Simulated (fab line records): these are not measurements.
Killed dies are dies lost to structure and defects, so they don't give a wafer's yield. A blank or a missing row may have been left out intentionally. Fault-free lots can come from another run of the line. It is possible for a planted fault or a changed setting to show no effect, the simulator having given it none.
Matching of chambers | flow n5Finfet | rieDiel-01 running N5_BEOL_M8_VIA_ETCH_34: 4 sister chambers
The step etches SiCOH lowk in C4F6/O2, target depth 125.5 nm, time 50.5 s. 4 wafers are shown with their chamber, then 10 later ones without.

## WAFERS, EACH WITH ITS CHAMBER
wafer  | chamber | showerheadPlenumPTorr (Torr)
L078.4 | 0       | 2.99
L083.3 | 1       | 2.92
L084.4 | 3       | 2.76
L089.4 | 2       | 2.99

## WAFERS WHOSE CHAMBER IS MISSING
wafer  | showerheadPlenumPTorr (Torr)
L089.5 | 2.76
L086.4 | 2.76
L086.5 | 2.98
L086.6 | 2.76
L090.2 | 2.98
L090.3 | 2.92
L090.4 | 2.98
L091.1 | 2.98
L091.3 | 2.91
L091.6 | 2.76

## EACH ONE'S CHAMBER
wafer  | from the rows above     | in truth
L089.5 | 3                       | 3
L086.4 | 3                       | 3
L086.5 | can't be placed: 0 or 2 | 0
L086.6 | 3                       | 3
L090.2 | can't be placed: 0 or 2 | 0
L090.3 | 1                       | 1
L090.4 | can't be placed: 0 or 2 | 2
L091.1 | can't be placed: 0 or 2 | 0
L091.3 | 1                       | 1
L091.6 | 3                       | 3
6 of 10 placed correctly. These rows do not allow placing 4 (true chamber among the candidates in 4). Placed wrongly: 0.
How it was worked out, from the rows above alone: a wafer's distance from a chamber is the root of the sum, over the readings, of the square of ((its reading less the chamber's mean) divided by the reading's scatter). The wafer belongs to the nearest chamber; if the next one is less than 2 further off, it can't be placed. For every chamber, the mean is computed from those of its wafers that are shown. The scatter (one wafer shown for each chamber): square how far every hidden wafer sits from the nearest shown wafer, average those squares and take the square root.
